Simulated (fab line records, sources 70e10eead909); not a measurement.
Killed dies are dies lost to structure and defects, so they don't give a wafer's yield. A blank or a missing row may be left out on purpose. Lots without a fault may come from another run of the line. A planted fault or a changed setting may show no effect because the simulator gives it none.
Which tool did it? | flow nand_harc | 12 lots, 36 wafers sampled, at 5 steps of a route of 1302

WHAT THE GAUGES READ, wafer by wafer
NHARC_END_SORT_01.
lot  | measured     | on        | killed_at_array | killed_at_other | killed_at_periphery | killed_dies | killed_open | killed_short
L619 | day 26 01:07 | prober-02 | 49 46 59        | 1 1 1           | 4 4 3               | 54 51 63    | 3 3 2       | 2 2 6
L623 | day 27 11:46 | prober-02 | 84 81 73        | 0 1 0           | 1 3 1               | 85 85 74    | 1 4 4       | 2 5 1
L625 | day 28 20:41 | prober-01 | 63 67 74        | 0 0 0           | 2 1 3               | 65 68 77    | 3 5 2       | 2 1 1
L629 | day 30 02:23 | prober-02 | 55 48 48        | 1 0 0           | 5 5 2               | 61 53 50    | 3 3 0       | 4 2 1

WHICH TOOL RAN EACH LOT (tool, then ch and the chambers of the sampled wafers, then the start)
lot  | NHARC_A_STAIRCASE_STRIP_205          | NHARC_A_STAIRCASE_TRIM_224                    | NHARC_A_STAIRCASE_ETCH_232         | NHARC_A_STAIRCASE_ETCH_234
L616 | plasma_asher-01 ch 0,1, day 16 01:40 | rie_diel-03 ch 1,2, day 16 05:41 or earlier   | rie_diel-11 ch 0,1, day 16 05:41   | rie_diel-11 ch 2,3, no start
L619 | plasma_asher-02 ch 0,1, day 17 19:47 | rie_diel-04 ch 1,2, day 17 23:02 or earlier   | rie_diel-04 ch 1,2,3, day 17 23:02 | rie_diel-04 ch 1,2, day 26 01:07 or earlier
L620 | plasma_asher-02 ch 0,1, day 17 20:30 | rie_diel-03 ch 2,3, day 17 23:25 or earlier   | rie_diel-03 ch 0,1, day 17 23:25   | rie_diel-03 ch 0,3, no start
L622 | plasma_asher-01 ch 0,1, day 18 14:31 | rie_diel-03 ch 0,1, day 18 17:38 or earlier   | rie_diel-11 ch 1,2, day 18 17:38   | rie_diel-11 ch 0,2, no start
L623 | plasma_asher-01 ch 0,1, day 18 22:01 | rie_diel-03 ch 0,1,3, day 19 02:05 or earlier | rie_diel-04 ch 0,1,2, day 19 02:05 | rie_diel-04 ch 0,1,2, day 27 11:46 or earlier
L624 | plasma_asher-02 ch 1, day 19 12:06   | rie_diel-03 ch 1,3, day 19 15:29 or earlier   | rie_diel-03 ch 1,3, day 19 15:29   | rie_diel-03 ch 0,1,2, no start
L625 | plasma_asher-02 ch 0,1, day 20 08:52 | rie_diel-11 ch 0,3, day 20 15:10 or earlier   | rie_diel-04 ch 2,3, day 20 15:10   | rie_diel-04 ch 1,2,3, day 28 20:41 or earlier
L629 | plasma_asher-02 ch 0,1, day 21 05:22 | rie_diel-04 ch 0,1,2, day 21 08:26 or earlier | rie_diel-04 ch 0,2,3, day 21 08:26 | rie_diel-04 ch 0,1,3, day 30 02:23 or earlier
L630 | plasma_asher-01 ch 0,1, day 21 20:52 | rie_diel-03 ch 0,3, day 21 23:56 or earlier   | rie_diel-04 ch 0,1, day 21 23:56   | rie_diel-04 ch 1,2, no start
L637 | plasma_asher-01 ch 0,1, day 24 16:25 | rie_diel-03 ch 0,2,3, day 24 19:28 or earlier | rie_diel-03 ch 1,2,3, day 24 19:28 | rie_diel-03 ch 0,2,3, no start
L638 | plasma_asher-01 ch 0,1, day 25 01:44 | rie_diel-03 ch 0,1,2, day 25 04:44 or earlier | rie_diel-11 ch 0,1,3, day 25 04:44 | rie_diel-11 ch 0,2,3, no start
L639 | plasma_asher-02 ch 0,1, day 25 12:53 | rie_diel-04 ch 0,1, day 25 16:04 or earlier   | rie_diel-11 ch 0,3, day 25 16:04   | rie_diel-11 ch 0,1, no start
- NHARC_A_STAIRCASE_STRIP_205: strips in O2.
- NHARC_A_STAIRCASE_TRIM_224: chemistry O2, time 211.2 s.
- NHARC_A_STAIRCASE_ETCH_232: etches the open film in C4F8/O2, target depth 100 nm, time 40.5 s.
- NHARC_A_STAIRCASE_ETCH_234: etches the open film in C4F8/O2, target depth 100 nm, time 40.5 s.

WHAT THE TOOLS THEMSELVES READ (means of the sampled wafers that have a number; where no wafer has one, the mark that the record gives instead)
NHARC_A_STAIRCASE_STRIP_205.
lot  | tool            | drypump_motor_current_A (A) | heater_power_w (W) | temp_c (C)
L616 | plasma_asher-01 | 6.10                        | 352                | 249.96
L619 | plasma_asher-02 | 6.01                        | 323                | 250.10
L620 | plasma_asher-02 | 5.91                        | 298                | 249.99
L622 | plasma_asher-01 | 6.11                        | 349                | 249.89
L623 | plasma_asher-01 | 6.10                        | 348                | 250.02
L624 | plasma_asher-02 | 6.10                        | 347                | 250.01
L625 | plasma_asher-02 | 5.90                        | 301                | 249.89
L629 | plasma_asher-02 | 6.01                        | 324                | 249.75
L630 | plasma_asher-01 | 6.11                        | 343                | 249.90
L637 | plasma_asher-01 | 6.11                        | 347                | 250.15
L638 | plasma_asher-01 | 6.11                        | 348                | 250.11
L639 | plasma_asher-02 | 5.92                        | 301                | 250.00

NHARC_A_STAIRCASE_TRIM_224.
lot  | tool        | drypump_motor_current_A (A) | oes_product_au (a.u.) | rf_vpp_V (V) | showerhead_plenum_p_Torr (Torr) | throttle_valve_pct (%)
L616 | rie_diel-03 | 5.6                         | 1.000                 | 57.8         | 3.39                            | 17.039
L619 | rie_diel-04 | 5.6                         | 0.991                 | 57.5         | 3.60                            | 17.034
L620 | rie_diel-03 | 6.2                         | 1.006                 | 57.6         | 3.40                            | 17.033
L622 | rie_diel-03 | 5.4                         | 0.998                 | 57.4         | 3.54                            | 17.034
L623 | rie_diel-03 | 5.8                         | 0.996                 | 57.4         | 3.60                            | 17.038
L624 | rie_diel-03 | 6.0                         | 0.995                 | 58.6         | 3.55                            | 17.035
L625 | rie_diel-11 | 5.3                         | 0.997                 | 58.4         | 3.50                            | 17.042
L629 | rie_diel-04 | 5.7                         | 1.001                 | 57.6         | 3.68                            | 17.032
L630 | rie_diel-03 | 6.1                         | 0.998                 | 58.3         | 3.65                            | 17.029
L637 | rie_diel-03 | 6.1                         | 1.011                 | 58.5         | 3.71                            | 17.047
L638 | rie_diel-03 | 5.7                         | 1.008                 | 58.8         | 3.64                            | 17.042
L639 | rie_diel-04 | 5.9                         | 0.988                 | 58.4         | 3.74                            | 17.035

NHARC_A_STAIRCASE_ETCH_232.
lot  | tool        | oes_product_au (a.u.) | rf_fwd_power_W (W) | rf_vpp_V (V)
L616 | rie_diel-11 | 0.946                 | 590.8              | 891
L619 | rie_diel-04 | 0.932                 | 591.9              | 897
L620 | rie_diel-03 | 0.947                 | 592.2              | 896
L622 | rie_diel-11 | 0.946                 | 593.8              | 891
L623 | rie_diel-04 | 0.950                 | 590.3              | 901
L624 | rie_diel-03 | 0.944                 | 592.2              | 898
L625 | rie_diel-04 | 0.958                 | 591.1              | 889
L629 | rie_diel-04 | 1.045                 | 688.3              | 896
L630 | rie_diel-04 | 1.019                 | 686.9              | 904
L637 | rie_diel-03 | 0.941                 | 592.8              | 899
L638 | rie_diel-11 | 0.938                 | 592.6              | 892
L639 | rie_diel-11 | 0.937                 | 594.2              | 894

NHARC_A_STAIRCASE_ETCH_234.
lot  | tool        | oes_product_au (a.u.) | rf_fwd_power_W (W) | rf_vpp_V (V)
L616 | rie_diel-11 | 0.933                 | 595.0              | 894
L619 | rie_diel-04 | 0.940                 | 592.7              | 899
L620 | rie_diel-03 | 0.946                 | 592.4              | 903
L622 | rie_diel-11 | 0.932                 | 592.0              | 888
L623 | rie_diel-04 | 0.948                 | 591.9              | 902
L624 | rie_diel-03 | 0.937                 | 594.1              | 894
L625 | rie_diel-04 | 0.938                 | 592.0              | 895
L629 | rie_diel-04 | 0.930                 | 592.4              | 899
L630 | rie_diel-04 | 0.938                 | 592.4              | 898
L637 | rie_diel-03 | 0.943                 | 592.8              | 902
L638 | rie_diel-11 | 0.939                 | 594.1              | 891
L639 | rie_diel-11 | 0.951                 | 591.8              | 889

THE ANSWER, worked out from the rows above alone
Rule: what is usual is taken from the lots themselves. Put in order of their means at a reading, lots are off if they are a third of the lots or fewer, leave a main group of 4 or more, and stand apart from it by a gap of 3 or more times the standard deviation of the main group's means; of several such gaps the widest counts. A main group whose means are all the same, to the digits that the tables above print for the reading, isn't used. A lot without any number at a reading at which 4 lots or more have one is off too. The other lots that the step has rows for count as sound. The gauges are gone through in route order, then the tools' own readings, and for those a lot's mean is taken as printed above. The first step at which some lot is off is used, and at that step the reading that is off furthest; a lot without a number counts as furthest.
Off: L629, L630, at NHARC_A_STAIRCASE_ETCH_232 (rf_fwd_power_W). The main group: mean 592.2 W, standard deviation 1.2.
A tool fits if, at that step or a process step before it, it ran every lot that is off, and no sound lot after the first of them. NHARC_A_STAIRCASE_TRIM_224 gives no start for some lots, so the hours and the order of its lots are those of NHARC_A_STAIRCASE_ETCH_232. One fits: rie_diel-04 at NHARC_A_STAIRCASE_ETCH_232. Its last sound lot is L625 (day 20 15:10), its first lot that is off L629 (day 21 08:26): a fault that began between those two fits.
The tool's own readings at NHARC_A_STAIRCASE_ETCH_232 bear it out: on the lots that are off they differ by more than 5 times the standard deviation of the sound lots' means. oes_product_au reads 1.032 a.u. there against 0.944 a.u. on the sound lots; rf_fwd_power_W reads 687.6 W there against 592.2 W on the sound lots.

WHAT THE SIMULATOR HAD PUT IN
Process parameter drift: rie_diel-04, from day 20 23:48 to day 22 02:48, at NHARC_A_STAIRCASE_ETCH_232. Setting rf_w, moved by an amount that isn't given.
Lots struck among those shown: L629, L630. The rule above found the same.
